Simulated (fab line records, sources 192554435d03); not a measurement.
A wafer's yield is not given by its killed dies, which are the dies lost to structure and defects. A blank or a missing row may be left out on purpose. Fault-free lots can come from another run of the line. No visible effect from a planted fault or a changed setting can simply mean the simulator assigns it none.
Which tool is to blame?    flow n5_finfet    Sampling: 10 lots, 29 wafers, 4 of 1938 route steps

## WHAT THE GAUGES READ, wafer by wafer
N5_BEOL_M4_RC_MEAS_101.
lot   measured      on         DIBL_N (mV/V)   DIBL_P (mV/V)   IOFF_N (nA/um)     IOFF_P (nA/um)  ION_N (uA/um)  ION_P (uA/um)  SS_N (mV/dec)   SS_P (mV/dec)   VT_N (mV)    VT_P (mV)
L525  day 8 18:49   prober-02  34.2 36.3 33.9  34.1 36.7 33.6  0.121 0.150 0.110  0.15 0.18 0.14  653 673 649    451 456 448    71.7 72.6 71.4  72.7 74.0 72.3  254 252 255  -259 -255 -259
L526  day 8 23:21   prober-02  33.7 32.2 35.7  35.3 33.5 37.8  0.146 0.118 0.175  0.19 0.17 0.23  678 675 678    463 466 463    71.2 70.8 70.7  73.1 72.7 73.7  250 253 247  -252 -250 -249
L528  day 9 12:30   prober-01  36.7 35.7 34.9  38.2 37.7 35.4  0.177 0.172 0.150  0.22 0.22 0.18  677 671 657    454 461 447    70.9 71.7 71.5  74.5 73.8 73.5  250 249 252  -250 -252 -254
L531  day 10 04:10  prober-02  35.8 37.9 38.2  35.5 37.8 37.7  0.150 0.186 0.192  0.20 0.24 0.24  677 688 688    467 472 466    71.9 72.2 71.8  73.4 73.6 73.8  249 245 245  -253 -248 -248
L535  day 10 22:27  prober-01  35.6 36.5       34.9 37.6       0.155 0.178        0.22 0.27       652 689        457 474        71.7 71.2       72.7 74.2       250 247      -248 -246
L536  day 11 04:11  prober-02  34.7 35.0 34.6  34.2 33.5 34.1  0.134 0.135 0.135  0.21 0.19 0.20  668 665 664    469 457 463    71.9 71.2 70.7  72.6 72.5 72.9  251 252 251  -248 -252 -251
L537  day 12 01:01  prober-01  37.8 36.3 36.0  37.4 35.7 34.8  0.193 0.152 0.136  0.20 0.18 0.16  694 681 657    463 461 444    71.6 71.6 71.0  74.1 74.1 72.7  245 251 253  -251 -252 -254
L538  day 12 03:53  prober-02  34.5 35.9 35.9  34.8 37.2 36.8  0.138 0.166 0.171  0.19 0.25 0.23  657 673 682    455 467 470    71.2 71.7 71.7  72.6 73.0 73.5  252 249 246  -250 -246 -249
L540  day 12 22:20  prober-02  37.0 38.7 38.2  37.9 39.9 40.1  0.177 0.218 0.195  0.24 0.30 0.29  694 711 689    478 482 480    72.3 72.2 72.1  73.2 74.3 73.8  245 244 244  -245 -244 -244
L545  day 13 14:01  prober-01  37.1 37.2 38.8  39.3 38.6 40.2  0.192 0.181 0.234  0.30 0.27 0.31  682 677 687    472 469 468    70.9 72.6 72.1  74.7 73.8 74.1  245 247 244  -242 -246 -242

N5_BEOL_M15_INSPECT_55: inspects for defects (darkfield).
lot   measured      on                 raw_defect_count
L525  day 12 15:02  defect_inspect-01  51 40 48
L526  day 12 13:26  defect_inspect-01  49 64 64
L528  day 13 01:29  defect_inspect-02  92 144 108
L531  day 14 03:08  defect_inspect-02  114 69 74
L535  day 15 02:02  defect_inspect-01  54 61
L536  day 15 06:59  defect_inspect-02  43 41 94
L537  day 16 11:19  defect_inspect-02  43 86 51
L538  day 16 00:40  defect_inspect-02  42 59 105
L540  day 16 17:59  defect_inspect-02  53 52 109
L545  day 17 11:17  defect_inspect-01  74 81 52

N5_MIM_TOP_LITHO_CD_MEAS_08: target cd 2000 nm.
lot   measured      on         cd_nm (nm)
L525  day 12 19:30  cd_sem-02  1996.5 1994.7 1995.3
L526  day 12 18:16  cd_sem-01  2000.3 2001.6 2003.0
L528  day 13 05:08  cd_sem-03  1998.2 1996.7 1998.1
L531  day 14 09:48  cd_sem-03  2001.0 2000.8 2000.1
L535  day 15 05:47  cd_sem-01  2001.0 2003.0
L536  day 15 10:03  cd_sem-03  2003.5 1997.3 2001.0
L537  day 16 15:16  cd_sem-03  2000.0 2002.8 2003.4
L538  day 16 08:34  cd_sem-03  1995.9 1996.1 1999.2
L540  day 16 20:47  cd_sem-03  2000.1 2002.3 2001.2
L545  day 17 14:32  cd_sem-01  1999.8 1997.5 1999.0

## TOOL THAT RAN EACH LOT (tool first, then ch and the chambers of the sampled wafers, then the start)
lot   N5_BEOL_M15_CMP_49
L525  cmp-02 ch 0,2,3, day 12 14:37
L526  cmp-01 ch 2,3, day 12 12:59
L528  cmp-02 ch 1,2, day 13 01:04
L531  cmp-03 ch 0,1,2, day 14 02:48
L535  cmp-02 ch 0,2, day 15 01:35
L536  cmp-01 ch 0,3, day 15 06:32
L537  cmp-03 ch 0,1,3, day 16 10:56
L538  cmp-03 ch 0,1,3, day 16 00:12
L540  cmp-01 ch 1,2, day 16 17:35
L545  cmp-03 ch 0,1, day 17 10:50
- N5_BEOL_M15_CMP_49: polishes, stops on SiO2, t overpolish 4.9 s, target thk 850 nm.

## WHAT THE TOOLS THEMSELVES READ (means of the sampled wafers that have a number; where no wafer has one, the mark that the record gives instead)
N5_BEOL_M15_CMP_49.
lot   tool    barrier_field_endpoint_s (s)  clearing_platen_down_force_psi (psi)  motor_current_A (A)  overpolish_run_s (s)  slurry_flow_ml_min
L525  cmp-02  10.8                          2.000                                 7.7                  4.904                 150.1
L526  cmp-01  11.6                          2.005                                 7.8                  4.904                 150.2
L528  cmp-02  11.0                          2.000                                 8.5                  4.901                 149.9
L531  cmp-03  11.1                          2.003                                 8.3                  4.895                 149.4
L535  cmp-02  11.4                          2.000                                 7.5                  4.909                 149.6
L536  cmp-01  11.6                          1.998                                 7.5                  4.906                 150.0
L537  cmp-03  11.0                          2.000                                 8.6                  4.895                 149.7
L538  cmp-03  11.3                          2.000                                 8.6                  4.903                 149.9
L540  cmp-01  11.4                          1.996                                 8.4                  4.898                 150.1
L545  cmp-03  11.4                          2.002                                 8.1                  4.900                 150.4

## THE ANSWER, worked out from the rows above alone
Rule: usual is defined by the lots themselves. The widest of any qualifying gaps counts: lots, ordered by their means at a reading, are off when they make up no more than a third of the lots, leave a main group of 4 or more, and stand apart from it by 3 or more times the standard deviation of that group's means. Not used: any main group whose means are identical at the precision the tables above print for the reading. A lot without any number at a reading at which 4 lots or more have one is off too. Where the step has rows for the other lots, those lots are counted as sound. First the gauges in route order, then the tools' own readings, where a lot's mean is used as printed above. The first step at which some lot is off is used, and at that step the reading that is off furthest; a lot without a number counts as furthest.
Nothing can be told from this: no lot is off at any reading shown.

## WHAT HAD BEEN PUT IN BY THE SIMULATOR
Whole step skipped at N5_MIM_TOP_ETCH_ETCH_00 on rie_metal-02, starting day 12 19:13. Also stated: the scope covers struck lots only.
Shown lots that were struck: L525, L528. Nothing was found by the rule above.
